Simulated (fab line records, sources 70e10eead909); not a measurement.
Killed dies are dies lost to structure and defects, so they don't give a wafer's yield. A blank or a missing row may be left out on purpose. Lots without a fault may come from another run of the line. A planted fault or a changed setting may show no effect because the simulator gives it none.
One fault seen from 2 desks | flow nand_harc | each desk has only its own numbers; what lay behind them comes last

THE METROLOGY DESK
What the gauges read, lot by lot, whatever tool the lot ran on: means of the sampled wafers that have a number. A lot is out of limits, marked OUT, if its mean lies more than 4 standard deviations from the usual mean; the brackets give that distance.
Columns: A = thk_nm at NHARC_A_SOURCE_PLATE_THK_MEAS_06, usual 199.7 nm; B = thk_nm at NHARC_A_ONON_D1_THK_MEAS_05, usual 998 nm; C = thk_nm at NHARC_A_ONON_D1_THK_MEAS_27, usual 996 nm
lot  | first seen here | A     | B    | C
L128 | day 7 11:43     | 199.2 | 1010 | 992
L129 | day 8 02:11     | 199.1 | 1001 | 1008
L130 | day 8 11:40     | 198.4 | 990  | 992
L131 | day 8 20:58     | 199.2 | 992  | 1001
L132 | day 9 14:25     | 198.4 | 1010 | 979
L134 | day 10 03:59    | 199.2 | 997  | 990
L135 | day 10 13:28    | 196.5 | 1007 | 981
L136 | day 11 06:13    | 198.4 | 998  | 999
L138 | day 12 00:28    | 197.2 | 990  | 997
L143 | day 13 18:11    | 199.6 | 1005 | 909 (-7.2) OUT
L144 | day 14 11:13    | 203.4 | 983  | 1020
L146 | day 15 06:19    | 197.3 | 1001 | 951
L148 | day 16 03:40    | 199.2 | 988  | 982
L151 | day 17 02:39    | 199.9 | 983  | 992
This desk's finding: out of limits on L143; first on L143, day 14 11:35 (thk_nm at NHARC_A_ONON_D1_THK_MEAS_27). In limits: L128, L129, L130, L131, L132, L134, L135, L136, L138, L144, L146, L148, L151.

THE TOOL OWNER'S DESK: pecvd_onon-03
The tool's own readings at NHARC_A_ONON_D1_DEP_25 (target thk 1000 nm): means of the sampled wafers that have a number, for each lot that ran on this tool. A lot is out of limits, marked OUT, if its mean lies more than 4 standard deviations from the usual mean; the brackets give that distance.
Columns: A = sih4_flow_sccm at NHARC_A_ONON_D1_DEP_25, usual 210.0 sccm
lot  | first seen here | A
L129 | day 8 14:10     | 209.9
L136 | day 11 18:10    | 209.8
L138 | day 12 12:51    | 210.1
L143 | day 14 11:04    | 210.4
L146 | day 15 18:10    | 209.2
This desk's finding: nothing out of limits on any of the 5 lots.

PUT TOGETHER
The metrology desk could have raised an alarm at day 14 11:35, on L143.
The tool owner's desk saw nothing out of limits.
The tool owner's desk has L143 on record, within its limits.
Of the lots named, all ran NHARC_A_ONON_D1_DEP_25 on pecvd_onon-03.

WHAT THE SIMULATOR HAD PUT IN
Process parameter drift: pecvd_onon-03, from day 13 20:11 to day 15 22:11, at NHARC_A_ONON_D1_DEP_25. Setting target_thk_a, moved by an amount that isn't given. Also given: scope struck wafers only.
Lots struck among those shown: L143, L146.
Hours from the fault's start to each desk's first reading out of limits: the metrology desk, 15.
